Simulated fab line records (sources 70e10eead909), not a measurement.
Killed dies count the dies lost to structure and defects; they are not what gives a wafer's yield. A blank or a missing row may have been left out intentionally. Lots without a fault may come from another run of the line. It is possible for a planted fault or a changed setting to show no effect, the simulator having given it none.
fab line records	flow nand_harc
[record] lots = 13	wafers = 39	last_day = 34
route steps=1302 shown A_CHANNEL_HOLE_D1@479 A_CHANNEL_FILL_D1@494 END@1302
lots that met no fault: taken from a fault-free run of the same line
start_h: hours from the record's first day to the start of the lot's first wafer shown	wait_h: hours since the lot's step before	" same as the row above	L1.1+2: one row covering several wafers at once	- no value, or no start was given	* or withheld: withheld	< > ~ a bound
route shown NAME@n: a module of which the file shows steps, and the number in the route of the first	usual: the fault-free wafers' mean and standard deviation	same: alike in all rows	chamber/n: place in a boat	sites: the reading at each site	_std_site: how widely they spread, as a standard deviation	_edge_site: mean of outer sites minus mean of inner sites	radius_mm: how far each site lies from the wafer's centre	mask NAME#n: copy n	behind: the tool/chamber that last shaped the wafer	hold: reason for holding the lot/hours on hold/outcome of the hold	device: the n, p or np transistor that did not switch	end of line: tests of these same wafers at the route's end	a step without rows: its recipe alone	killed: the dies lost at the first sort to structure and to defects; this is not the yield of the wafer	map: the dies of a wafer, with x for killed, . for not killed, _ for no die there
set.NAME: the setting that was run; set.NAME@STEP: the one run at that earlier step	model.NAME: the simulator's own value behind a step, which no gauge read
a sample of lots followed through the steps of the route, with each step as a table and each wafer as a row
services: the hour from which a tool's chamber was out of use, counted from the record's first day as start_h (under 0 if before that day), plus the number of hours and why
[[steps]]
[step NHARC_A_CHANNEL_HOLE_D1_ETCH_33]
[recipe] bias_v = 400	source_w = 2000	pressure_mtorr = 25	time_s = 90	ar_flow_sccm = 375	c4f8_flow_sccm = 41.7	o2_flow_sccm = 83.3	temp_c = -20	target_depth_a = 4000	chemistry = C4F8/O2/Ar
[usual] c4f8_flow_sccm = 41.70/0.12	drypump_motor_current_A = 5.3/0.43	rf_fwd_power_W = 1987/7.7	showerhead_plenum_p_Torr = 3.66/0.11	temp_c = -19.98/0.093	throttle_valve_pct = 27.621/0.0084
lot.wafer	tool	chamber	start_h	wait_h	c4f8_flow_sccm	drypump_motor_current_A	rf_fwd_power_W	rf_hours_counter_h	showerhead_plenum_p_Torr	temp_c	throttle_valve_pct
L566.1	har_etch-02	1	189.03	0.2	41.72	5.4	1986	294	3.58	-19.85	27.620
L566.3	"	1	"	"	41.82	5.3	1977	-	3.58	-19.96	27.624
L566.6	"	1	"	"	41.58	5.4	1990	-	3.58	-19.92	27.613
L567.1	har_etch-02	1	197.84	0.2	41.81	5.4	1978	302	3.58	-19.99	27.606
L567.2	"	0	"	"	41.48	4.9	1985	302	3.66	-20.29	27.621
L567.5	"	0	"	"	41.75	4.8	1984	-	3.66	-20.09	27.628
L569.1	har_etch-02	0	213.62	0.2	41.72	4.8	1986	309	3.66	-20.00	27.635
L569.2	"	1	"	"	41.73	5.4	1984	309	3.57	-19.88	27.617
L569.3	"	0	"	"	41.60	4.8	1991	-	3.66	-19.97	27.606
L568.2	har_etch-02	1	217.81	0.2	41.68	5.4	1976	313	3.57	-20.00	27.622
L568.3	"	0	"	"	41.72	4.8	1986	-	3.66	-19.95	27.612
L568.5	"	1	"	"	41.82	5.3	1986	-	3.57	-19.98	27.619
L570.2	har_etch-02	0	238.16	0.2	41.39	4.8	1976	329	3.65	-19.92	27.618
L570.4	"	0	"	"	41.66	4.9	1985	-	3.65	-19.99	27.627
L570.6	"	0	"	"	41.50	4.9	1983	-	3.65	-19.97	27.626
L572.1	har_etch-01	1	246.06	0.2	41.75	5.1	1994	122	3.76	-20.10	27.629
L572.3	"	0	"	"	41.71	6.0	1991	-	3.64	-19.90	27.620
L572.6	"	0	"	"	41.67	6.0	1991	-	3.64	-19.88	27.617
L573.2	har_etch-01	0	259.88	0.2	41.73	6.0	1988	130	3.63	-19.86	27.621
L573.4	"	0	"	"	41.66	6.0	1988	-	3.63	-19.94	27.619
L573.5	"	0	"	"	41.61	6.0	1984	-	3.63	-20.04	27.613
L575.1	har_etch-01	1	273.54	0.2	41.65	5.1	1997	138	3.75	-19.97	27.616
L575.3	"	1	"	"	41.76	5.1	1996	-	3.75	-19.90	27.615
L575.4	"	0	"	"	41.87	6.0	1992	-	3.63	-19.88	27.608
L578.1	har_etch-01	0	300.99	0.2	41.77	6.0	2001	153	3.62	-19.91	27.612
L578.6	"	1	"	"	41.64	5.1	1981	-	3.74	-20.05	27.626
L578.5	"	0	"	"	41.63	6.0	2003	-	3.62	-19.83	27.619
L579.1	har_etch-01	0	309.83	0.2	41.83	6.0	1990	157	3.62	-19.82	27.615
L579.3	"	0	"	"	41.87	6.0	1988	-	3.62	-19.99	27.607
L579.6	"	0	"	"	41.87	6.0	1996	-	3.62	-19.91	27.619
L584.3	har_etch-02	0	359.51	0.2	41.50	4.8	1989	-	3.61	-19.87	27.627
L584.5	"	0	"	"	41.48	4.8	1981	-	3.61	-19.97	27.630
L584.6	"	1	"	"	41.71	5.4	1985	-	3.52	-19.96	27.614
L585.1	har_etch-01	0	374.58	0.2	41.53	6.0	1982	191	3.60	-20.05	27.608
L585.3	"	0	"	"	41.88	6.0	1979	-	3.60	-20.01	27.627
L585.6	"	1	"	"	41.81	5.1	1997	-	3.72	-20.08	27.625
L589.2	har_etch-02	0	422.00	0.2	41.70	4.8	1984	19	3.97	-19.84	27.619
L589.4	"	0	"	"	41.69	4.8	1989	-	3.97	-20.02	27.633
L589.6	"	1	"	"	41.51	5.4	1994	-	3.97	-20.06	27.616
[step NHARC_A_CHANNEL_FILL_D1_ALD_14]
[recipe] target_thk_a = 25	pulse_time_s = 10	ald_cycles = 25	temp_c = 300	material = SiO2
[usual] heater_power_w = 449/43	precursor_pulse_height_rel = 0.999/0.022
[same] ald_cycles = 25	pulse_time_s = 10
lot.wafer	tool	chamber	start_h	wait_h	heater_power_w	precursor_pulse_height_rel
L566.1	ald_hk-03	1	198.44	0.0	390	0.961
L566.3	"	2	"	"	486	0.961
L566.6	"	1	"	"	400	1.011
L567.1	ald_hk-04	2	209.32	2.5	448	1.021
L567.2	"	0	"	"	435	0.986
L567.5	"	2	"	"	450	0.995
L569.3	ald_hk-01	1	222.61	0.1	483	1.027
L569.2	"	2	"	"	434	0.996
L569.1	"	3	"	"	378	0.977
L568.2	ald_hk-03	1	226.81	0.0	385	0.983
L568.3	"	3	"	"	437	1.008
L568.5	"	2	"	"	486	1.007
L570.4	ald_hk-01	0	246.67	0.1	398	1.052
L570.2	"	1	"	"	471	0.948
L570.6	"	2	"	"	426	0.974
L572.3	ald_hk-01	3	258.27	3.4	380	1.023
L572.1	"	2	"	"	433	1.010
L572.6	"	3	"	"	393	0.984
L573.2	ald_hk-03	3	269.99	0.0	442	0.984
L573.4	"	0	"	"	489	1.013
L573.5	"	0	"	"	486	1.007
L575.4	ald_hk-03	0	282.52	0.0	485	1.017
L575.3	"	2	"	"	503	1.005
L575.1	"	3	"	"	457	0.959
L578.1	ald_hk-03	2	309.38	0.3	497	1.017
L578.6	"	2	"	"	494	1.002
L578.5	"	3	"	"	450	0.994
L579.1	ald_hk-03	3	318.74	0.0	450	1.034
L579.3	"	1	"	"	416	1.026
L579.6	"	3	"	"	450	0.941
L584.3	ald_hk-04	1	368.71	0.0	493	1.042
L584.6	"	1	"	"	502	1.015
L584.5	"	2	"	"	410	0.989
L585.1	ald_hk-01	1	383.57	0.0	468	0.968
L585.3	"	0	"	"	409	0.992
L585.6	"	2	"	"	424	1.028
L589.2	ald_hk-01	2	430.97	0.0	432	0.970
L589.4	"	0	"	"	391	1.003
L589.6	"	2	"	"	420	1.009
[step NHARC_A_CHANNEL_FILL_D1_CVD_18]
[recipe] target_thk_a = 30	temp_c = 550	material = poly-Si
[usual] spike_tc_bottom_C = 570.2/2.7	spike_tc_centre_C = 551.9/1.1	zone_power_lower_pct = 6.4/0.47	zone_power_upper_pct = 8.1/0.48
lot.wafer	tool	chamber	start_h	wait_h	spike_tc_bottom_C	spike_tc_centre_C	zone_power_lower_pct	zone_power_upper_pct
L566.1	lpcvd_poly-04	0	216.03	-	571.9	551.9	6.0	7.6
L566.3	"	0	"	"	571.7	552.2	6.1	7.6
L566.6	"	0	"	"	574.0	553.5	6.1	7.5
L567.1	lpcvd_poly-04	0	225.60	-	570.6	553.1	6.1	7.6
L567.2	"	0	"	"	572.9	553.1	6.0	7.6
L567.5	"	0	"	"	574.2	553.9	6.0	7.7
L568.2	lpcvd_poly-04	0	239.35	-	572.6	551.6	6.0	7.6
L568.3	"	0	"	"	573.0	551.8	6.1	7.5
L568.5	"	0	"	"	572.1	553.4	6.1	7.6
L569.1	lpcvd_poly-04	0	239.35	-	572.1	551.7	6.0	7.5
L569.2	"	0	"	"	572.8	553.5	5.9	7.5
L569.3	"	0	"	"	573.1	552.7	6.0	7.7
L570.2	lpcvd_poly-02	0	261.55	-	571.0	551.1	7.0	8.6
L570.4	"	0	"	"	570.4	551.0	7.0	8.4
L570.6	"	0	"	"	569.1	550.4	6.9	8.6
L572.1	lpcvd_poly-03	0	273.27	-	566.0	551.6	5.9	7.8
L572.3	"	0	"	"	566.6	554.0	5.9	8.0
L572.6	"	0	"	"	564.0	551.4	5.8	7.9
L573.2	lpcvd_poly-02	0	286.03	-	571.0	552.0	6.9	8.7
L573.4	"	0	"	"	570.0	551.9	6.9	8.6
L573.5	"	0	"	"	571.1	551.6	6.8	8.6
L575.1	lpcvd_poly-03	0	297.63	-	565.4	551.8	5.9	7.9
L575.3	"	0	"	"	565.5	551.0	5.8	7.8
L575.4	"	0	"	"	565.4	553.1	5.9	7.9
L578.1	lpcvd_poly-02	0	324.22	-	568.9	551.6	7.0	8.6
L578.5	"	0	"	"	568.3	551.0	6.9	8.6
L578.6	"	0	"	"	569.6	551.1	7.0	8.6
L579.1	lpcvd_poly-04	0	333.62	-	572.9	553.5	6.1	7.5
L579.3	"	0	"	"	571.6	552.6	6.1	7.5
L579.6	"	0	"	"	573.6	551.8	6.1	7.5
L584.3	lpcvd_poly-03	-	384.56	-	-	-	-	-
L584.5	"	-	"	"	-	-	-	-
L584.6	"	-	"	"	-	-	-	-
L585.1	lpcvd_poly-04	-	400.15	-	-	-	-	-
L585.3	"	-	"	"	-	-	-	-
L585.6	"	-	"	"	-	-	-	-
L589.2	lpcvd_poly-04	0	445.98	-	572.9	550.8	5.9	7.5
L589.4	"	0	"	"	573.3	552.2	6.1	7.5
L589.6	"	0	"	"	573.1	552.7	6.0	7.5
[step NHARC_END_SORT_01]
[recipe] temp_c = 25
[usual] killed_at_array = 54/17	killed_at_other = 0.7/1	killed_at_periphery = 3.7/2.9	killed_dies = 58/16	killed_open = 3.2/1.9	killed_short = 2.2/1.5
[same] gross_dies = 677
lot.wafer	tool	chamber	start_h	wait_h	killed_at_array	killed_at_other	killed_at_periphery	killed_dies	killed_open	killed_short
L584.3	prober-01	0	737.67	3.1	675	0	2	677	4	2
L584.5	prober-01	0	739.24	3.7	675	0	2	677	0	2
L584.6	prober-01	0	740.03	3.9	675	0	2	677	3	1
L585.1	prober-02	0	750.52	2.5	670	0	7	677	1	5
L585.3	prober-02	0	752.13	3.1	672	0	5	677	7	2
L585.6	prober-02	0	754.55	4.0	670	0	7	677	3	0
// killed by level:class
L584.3 A_CHANNEL_FILL_D1:area_cvd=600 A_CHANNEL_HOLE_D1:chamber_film_flake=28 A_CHANNEL_HOLE_D2:chamber_film_flake=20 A_SLIT:chamber_film_flake=15 A_SGD_CUT:chamber_film_flake=4 A_CHANNEL_FILL_D1:chamber_film_flake=2 P_GATE:geometric_particle:open=1 A_ONON_D1:geometric_particle:open=1
L584.5 A_CHANNEL_FILL_D1:area_cvd=608 A_CHANNEL_HOLE_D1:chamber_film_flake=27 A_SLIT:chamber_film_flake=15 A_CHANNEL_HOLE_D2:chamber_film_flake=8 A_SGD_CUT:chamber_film_flake=5 A_CONTACT:chamber_film_flake=4 A_CHANNEL_FILL_D1:chamber_film_flake=2 A_WL_FILL:chamber_film_flake=2
L584.6 A_CHANNEL_FILL_D1:area_cvd=592 A_CHANNEL_HOLE_D1:chamber_film_flake=30 A_SLIT:chamber_film_flake=22 A_CHANNEL_HOLE_D2:chamber_film_flake=16 A_CONTACT:chamber_film_flake=6 A_SGD_CUT:chamber_film_flake=3 A_WL_FILL:chamber_film_flake=3 P_M0:geometric_particle:open=1
L585.1 A_CHANNEL_FILL_D1:area_cvd=622 A_SLIT:chamber_film_flake=19 A_CHANNEL_HOLE_D1:chamber_film_flake=14 P_M1:chamber_film_flake=5 A_STAIRCASE:chamber_film_flake=4 A_CONTACT:chamber_film_flake=4 A_CHANNEL_HOLE_D2:chamber_film_flake=2 P_CONTACT:geometric_particle:open=1
L585.3 A_CHANNEL_FILL_D1:area_cvd=617 A_SLIT:chamber_film_flake=20 A_CHANNEL_HOLE_D1:chamber_film_flake=16 A_CONTACT:chamber_film_flake=5 P_CONTACT:chamber_film_flake=3 A_STAIRCASE:chamber_film_flake=3 A_ONON_D1:geometric_particle:open=2 A_CHANNEL_FILL_D2:chamber_film_flake=2
L585.6 A_CHANNEL_FILL_D1:area_cvd=645 A_SLIT:chamber_film_flake=14 A_CONTACT:chamber_film_flake=7 P_CONTACT:chamber_film_flake=3 P_GATE:geometric_particle:open=2 P_M1:chamber_film_flake=2 A_CHANNEL_HOLE_D2:chamber_film_flake=2 A_BLC:geometric_particle:open=1
[[services]]
tool	chamber	start_h	hours	kind
har_etch-01	-	182.69	17.0	repair
ald_hk-04	-	182.86	2.4	repair
lpcvd_poly-02	-	206.00	26.0	pm
ald_hk-03	-	216.46	10.0	pm
ald_hk-03	0	216.46	10.0	vent_cycle
ald_hk-03	1	216.46	10.0	vent_cycle
ald_hk-03	2	216.46	10.0	vent_cycle
ald_hk-03	3	216.46	10.0	vent_cycle
ald_hk-04	-	221.51	0.9	repair
har_etch-01	-	246.46	1.0	repair
ald_hk-01	-	247.90	1.9	repair
ald_hk-04	-	254.66	10.0	pm
ald_hk-01	-	297.17	10.0	pm
har_etch-02	-	380.61	17.0	pm
har_etch-02	0	380.61	17.0	vent_cycle
har_etch-02	1	380.61	17.0	vent_cycle
lpcvd_poly-03	-	386.24	26.0	pm
har_etch-02	0	397.61	-	clean
har_etch-02	0	397.61	-	consumable_replace:focus_ring
har_etch-02	0	397.61	-	consumable_replace:showerhead
har_etch-02	1	397.61	-	clean
har_etch-02	1	397.61	-	consumable_replace:focus_ring
har_etch-02	1	397.61	-	consumable_replace:showerhead
ald_hk-03	-	427.00	0.8	repair
[[key]]
[first_sign] step = NHARC_A_CHANNEL_FILL_D1_CVD_18	reading = tool_record	direction = missing
[effect] step = NHARC_END_SORT_01	reading = killed_dies	direction = up	sigmas = 38	usual = 58	struck = 677
[more_kills_born_at] NHARC_A_CHANNEL_FILL_D1_CVD_18@lpcvd_poly-04 = 1884	NHARC_A_CHANNEL_FILL_D1_CVD_18@lpcvd_poly-03 = 1800
met_at NHARC_A_CHANNEL_FILL_D1_CVD_18
struck_lots L584,L585
later_rows_left_out L584.3,L584.5,L584.6,L585.1,L585.3,L585.6
tester_left_out L584,L585
not_acting_at NHARC_A_CHANNEL_HOLE_D1_ETCH_33,NHARC_A_CHANNEL_FILL_D1_ALD_14
onset_between 333.62 384.56
[fault] kind = skipped_step_whole	tool = lpcvd_poly-03,lpcvd_poly-04	chamber = -	onset_h = 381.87	steps = NHARC_A_CHANNEL_FILL_D1_CVD_18	scope = struck_lots_only
// tester_left_out: of these lots the tester's yield and bins aren't shown, on N5 and GAA mostly nor the transistor test; their killed dies are dies lost to structure and defects alone, not to doping, threshold or leakage, so they don't give the yield
// later_rows_left_out: the simulator's readings of these wafers behind a module that went badly wrong aren't trusted and aren't shown, but for the sort
